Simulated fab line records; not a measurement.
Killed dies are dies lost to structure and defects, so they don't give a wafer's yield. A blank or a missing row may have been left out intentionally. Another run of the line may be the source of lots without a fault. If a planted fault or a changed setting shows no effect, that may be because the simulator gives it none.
fab line records    flow nandHarc    part 2 of 2: steps 5 to 6 of 6
[record] lots = 22  wafers = 66  lastDay = 33
route steps=1302 shown A_STAIRCASE@869 A_SGD_CUT@907 A_SLIT@922
lots untouched by any fault: they come from a run of this same line in which no faults occurred
startH: hours from the record's opening day to when the first of the lot's shown wafers began    waitH: hours from the lot's prior step to this one    " as in the row above    L1.1+2: one row covering several wafers at once    - no value present, or no start provided    * or withheld: withheld    < > ~ a bound
route shown NAME@n: NAME is a module with steps in the file, n the number in the route of the first one    usual: mean and standard deviation over wafers with no fault    same: alike in all rows    chamber/n: place in a boat    sites: each site's reading    _std_site: their standard deviation    _edge_site: mean of outer sites minus mean of inner sites    radiusMm: for every site, how far away it sits from the centre of the wafer    mask NAME#n: copy n    behind: the most recent tool/chamber to have shaped the wafer    hold: why the lot was held/for how many hours/how that ended    device: the transistor (n, p or np) that didn't switch    end of line: the same wafers' tests at the end of the route    step lacking rows: just its recipe    killed: dies lost to structure and defects at the first sort, not the wafer's yield    map: per-die view of a wafer (x killed, . not killed, _ where there is no die)
set.NAME: setting as actually run; set.NAME@STEP: the setting as run at that earlier step    model.NAME: the simulator's own value behind a step, which no gauge read
route steps across a sampled set of lots; one table per step, one row per wafer
services: the hour from which a tool's chamber was out of use, counted from the record's first day as startH (under 0 if before that day), plus the number of hours and why
[[steps]]
[step NHARC_A_SLIT_DEP_25]
[recipe] targetThkA = 2000  tempC = 400  pressureTorr = 6.5  rfW = 900  teosFlowSccm = 161.4  flowSccm = 2650  targetThkNm = 200  gas = O2  material = SiO2
[usual] heaterPowerW = 538/110  throttleValvePct = 16.0/0.55
lot.wafer  tool      chamber  startH  waitH  heaterPowerW  throttleValvePct
L075.3     pecvd-01  0        453.41  0.1    717           15.9
L075.4     "         2        "       "      745           16.2
L075.5     "         0        "       "      715           15.8
L074.1     pecvd-02  2        453.48  0.1    610           15.6
L074.4     "         0        "       "      643           16.3
L074.6     "         2        "       "      610           15.1
L076.3     pecvd-03  2        462.64  0.1    431           15.8
L076.6     "         2        "       "      434           15.5
L076.5     "         0        "       "      501           16.7
L080.1     pecvd-02  2        494.39  0.1    596           15.1
L080.6     "         2        "       "      597           15.3
L080.5     "         1        "       "      510           16.3
L077.2     pecvd-03  0        494.48  0.1    482           16.6
L077.3     "         2        "       "      392           15.7
L077.4     "         2        "       "      403           15.9
L078.3     pecvd-02  1        494.66  0.2    425           16.4
L078.4     "         0        "       "      588           15.8
L078.6     "         2        "       "      670           15.4
L079.3     pecvd-03  1        497.62  0.1    364           15.3
L079.5     "         1        "       "      373           15.4
L079.4     "         2        "       "      441           15.6
L081.2     pecvd-03  2        504.65  0.1    488           15.5
L081.4     "         2        "       "      480           15.6
L081.5     "         0        "       "      555           16.8
L082.3     pecvd-03  2        526.86  0.1    470           15.9
L082.6     "         2        "       "      478           15.7
L082.4     "         0        "       "      522           16.8
L083.1     pecvd-02  2        526.87  0.1    573           15.4
L083.4     "         0        "       "      597           16.1
L083.5     "         2        "       "      606           15.3
L084.2     pecvd-03  2        547.10  0.1    443           15.9
L084.3     "         2        "       "      455           15.6
L084.5     "         2        "       "      459           15.7
L086.3     pecvd-02  1        567.92  0.1    469           16.9
L086.1     "         2        "       "      587           15.4
L086.4     "         0        "       "      567           16.0
L087.1     pecvd-03  1        584.62  0.1    393           14.9
L087.2     "         0        "       "      481           16.9
L087.4     "         1        "       "      406           15.5
L089.3     pecvd-01  0        584.65  0.1    783           16.4
L089.2     "         2        "       "      731           16.5
L089.6     "         2        "       "      739           16.2
L090.1     pecvd-03  0        599.75  0.1    555           17.1
L090.3     "         1        "       "      382           15.3
L090.5     "         2        "       "      466           16.0
L091.3     pecvd-03  0        627.44  0.1    518           16.9
L091.1     "         2        "       "      460           16.0
L091.6     "         0        "       "      506           16.9
L092.1     pecvd-01  1        640.49  0.1    699           16.4
L092.3     "         2        "       "      715           16.5
L092.2     "         0        "       "      743           16.0
L093.1     pecvd-02  1        640.56  0.1    495           16.4
L093.4     "         2        "       "      515           15.2
L093.5     "         0        "       "      589           16.3
L095.1     pecvd-01  0        654.69  0.1    639           16.1
L095.3     "         1        "       "      605           16.7
L095.5     "         2        "       "      728           16.2
L094.1     pecvd-02  1        654.70  0.1    418           16.4
L094.4     "         2        "       "      642           15.2
L094.6     "         0        "       "      577           16.0
L096.3     pecvd-03  0        659.06  0.1    513           17.0
L096.5     "         0        "       "      523           16.8
L096.4     "         1        "       "      463           15.3
L097.1     pecvd-03  0        676.85  0.1    559           17.3
L097.4     "         0        "       "      582           17.1
L097.5     "         2        "       "      401           16.2
[step NHARC_A_SLIT_ETCH_15]
[recipe] targetDepthA = 62000  overEtchFrac = 0.3  timeS = 1612  ionEnergyEv = 150  o2FlowSccm = 400  cosFlowSccm = 20  arFlowSccm = 0  rfW = 500  biasW = 300  chemistry = O2/COS
[usual] drypumpMotorCurrentA = 6.0/0.5  mfcArSccm = 0.008/0.0091  oesProductAu = 0.999/0.0072  rfVppV = 314.5/1.8  showerheadPlenumPTorr = 3.14/0.11  throttleValvePct = 28.331/0.01
lot.wafer  tool        chamber  startH  waitH  drypumpMotorCurrentA  mfcArSccm  oesProductAu  rfHoursCounterH  rfVppV  showerheadPlenumPTorr  throttleValvePct
L075.4     rieDiel-12  1        -       -      6.3                   0.019      1.003         0                314.6   3.18                   28.322
L075.3     "           3        "       "      5.9                   0.028      0.996         0                314.3   3.11                   28.350
L075.5     "           2        "       "      6.5                   0          1.001         -                317.1   3.29                   28.335
L074.4     rieDiel-12  0        -       -      4.8                   0.017      0.995         1                314.0   3.09                   28.331
L074.1     "           1        "       "      6.2                   0.019      1.000         1                315.5   3.18                   28.334
L074.6     "           3        "       "      5.9                   0.028      0.998         -                313.7   3.11                   28.332
L076.3     rieDiel-03  1        -       -      6.8                   0.005      1.001         0                313.8   3.12                   28.342
L076.5     "           1        "       "      6.8                   0.005      0.996         -                313.1   3.12                   28.326
L076.6     "           2        "       "      5.7                   0          0.999         -                312.9   2.95                   28.333
L080.1     rieDiel-07  0        -       -      6.4                   0          1.010         1                316.1   3.26                   28.336
L080.5     "           1        "       "      6.5                   0          0.998         -                317.1   3.29                   28.345
L080.6     "           2        "       "      5.7                   0.011      1.010         -                314.1   3.19                   28.317
L077.3     rieDiel-03  0        -       -      6.0                   0.002      1.006         3                313.1   3.09                   28.340
L077.4     "           2        "       "      5.6                   0          0.997         4                311.7   2.95                   28.329
L077.2     "           3        "       "      6.0                   0.008      1.001         3                310.8   2.93                   28.320
L078.4     rieDiel-07  0        -       -      6.4                   0          0.997         1                316.5   3.26                   28.337
L078.3     "           1        "       "      6.5                   0          0.995         1                315.9   3.29                   28.326
L078.6     "           1        "       "      6.5                   0          0.994         -                317.8   3.29                   28.337
L079.3     rieDiel-03  3        -       -      6.0                   0.008      1.003         4                312.7   2.93                   28.336
L079.4     "           0        "       "      6.0                   0.002      1.003         4                311.6   3.09                   28.343
L079.5     "           1        "       "      6.7                   0.005      0.989         -                314.5   3.12                   28.327
L081.4     rieDiel-03  2        -       -      5.7                   0          0.993         6                312.7   2.95                   28.327
L081.2     "           3        "       "      6.0                   0.008      0.998         4                309.8   2.93                   28.334
L081.5     "           2        "       "      5.7                   0          0.996         -                311.4   2.95                   28.335
L083.4     rieDiel-03  2        -       -      5.7                   0          0.988         7                312.2   2.95                   28.340
L083.1     "           3        "       "      6.0                   0.008      1.007         5                312.6   2.93                   28.348
L083.5     "           1        "       "      6.7                   0.005      1.000         -                315.0   3.11                   28.344
L082.3     rieDiel-12  2        -       -      6.5                   0          0.996         5                317.1   3.29                   28.328
L082.6     "           3        "       "      5.9                   0.028      0.990         -                314.1   3.10                   28.323
L082.4     "           2        "       "      6.5                   0          0.995         -                316.8   3.29                   28.342
L084.2     rieDiel-07  3        -       -      5.9                   0.015      1.006         3                314.0   3.17                   28.328
L084.3     "           1        "       "      6.5                   0          0.994         4                315.9   3.29                   28.325
L084.5     "           3        "       "      5.9                   0.015      1.001         -                315.0   3.17                   28.329
L086.3     rieDiel-07  2        -       -      5.7                   0.011      1.000         4                315.9   3.19                   28.342
L086.4     "           3        "       "      5.9                   0.015      0.992         4                313.7   3.17                   28.322
L086.1     "           1        "       "      6.5                   0          0.987         5                318.3   3.29                   28.340
L087.2     rieDiel-07  3        -       -      5.9                   0.015      0.984         6                314.8   3.17                   28.323
L087.1     "           0        "       "      6.4                   0          0.997         6                316.7   3.26                   28.328
L087.4     "           1        "       "      6.5                   0          1.002         6                316.3   3.29                   28.309
L089.3     rieDiel-03  2        -       -      5.7                   0          0.993         10               311.6   2.94                   28.329
L089.2     "           3        "       "      6.0                   0.008      1.011         8                310.7   2.93                   28.351
L089.6     "           2        "       "      5.6                   0          1.003         -                312.2   2.94                   28.342
L090.3     rieDiel-12  3        -       -      5.9                   0.028      0.992         9                314.3   3.10                   28.360
L090.1     "           2        "       "      6.5                   0          1.005         10               316.2   3.29                   28.322
L090.5     "           3        "       "      5.9                   0.028      0.999         -                314.4   3.10                   28.328
L091.3     rieDiel-12  0        -       -      4.8                   0.017      0.984         0                312.6   3.08                   28.328
L091.1     "           2        "       "      6.5                   0          0.987         0                316.9   3.28                   28.323
L091.6     "           0        "       "      4.7                   0.017      1.001         -                313.0   3.08                   28.338
L093.4     rieDiel-07  0        -       -      6.4                   0          0.995         8                316.6   3.26                   28.325
L093.1     "           2        "       "      5.7                   0.011      1.004         7                316.1   3.19                   28.328
L093.5     "           0        "       "      6.4                   0          0.986         -                315.6   3.26                   28.349
L092.3     rieDiel-07  3        -       -      5.9                   0.015      0.998         9                315.3   3.16                   28.332
L092.2     "           1        "       "      6.5                   0          0.997         9                314.5   3.29                   28.317
L092.1     "           2        "       "      5.7                   0.011      1.002         8                314.5   3.19                   28.327
L095.1     rieDiel-12  3        -       -      5.9                   0.028      0.995         2                314.1   3.10                   28.341
L095.3     "           0        "       "      4.7                   0.017      1.001         2                314.3   3.08                   28.313
L095.5     "           0        "       "      4.7                   0.017      1.008         -                313.9   3.08                   28.317
L094.1     rieDiel-07  2        -       -      5.7                   0.011      0.999         0                315.8   3.19                   28.332
L094.4     "           3        "       "      5.9                   0.015      0.994         0                314.2   3.16                   28.315
L094.6     "           1        "       "      6.5                   0          0.992         -                316.2   3.29                   28.351
L096.4     rieDiel-03  3        -       -      6.0                   0.008      1.006         1                310.9   2.93                   28.324
L096.3     "           1        "       "      6.8                   0.005      1.011         1                315.1   3.11                   28.321
L096.5     "           3        "       "      6.0                   0.008      1.021         -                312.2   2.93                   28.321
L097.1     rieDiel-07  1        -       -      6.5                   0          1.003         2                316.4   3.29                   28.339
L097.4     "           0        "       "      6.4                   0          1.016         -                316.1   3.26                   28.325
L097.5     "           1        "       "      6.5                   0          1.000         -                317.7   3.29                   28.328
[[services]]
tool        chamber  startH  hours  kind
rieDiel-06  2        429.79  57.9   repair
rieDiel-11  -        432.51  9.0    pm
pecvd-03    2        471.98  10.7   repair
rieDiel-06  -        484.20  9.0    pm
rieDiel-11  2        517.27  3.4    repair
rieDiel-08  0        524.87  1.2    repair
rieDiel-08  3        525.83  2.9    repair
rieDiel-11  3        531.37  18.0   repair
rieDiel-08  -        537.63  0.2    repair
rieDiel-08  1        541.53  6.8    repair
rieDiel-08  -        544.83  9.0    pm
rieDiel-06  2        549.58  25.8   repair
rieDiel-06  -        558.15  0.1    repair
rieDiel-06  1        564.18  36.3   repair
pecvd-03    -        565.96  13.0   pm
rieDiel-08  2        566.74  4.3    repair
rieDiel-11  0        572.41  5.9    repair
rieDiel-08  2        573.86  6.3    repair
rieDiel-06  0        575.64  5.1    repair
rieDiel-08  2        581.42  3.8    repair
rieDiel-11  3        581.60  6.5    repair
rieDiel-11  0        589.40  23.2   repair
rieDiel-11  -        609.51  9.0    pm
rieDiel-06  -        661.20  9.0    pm
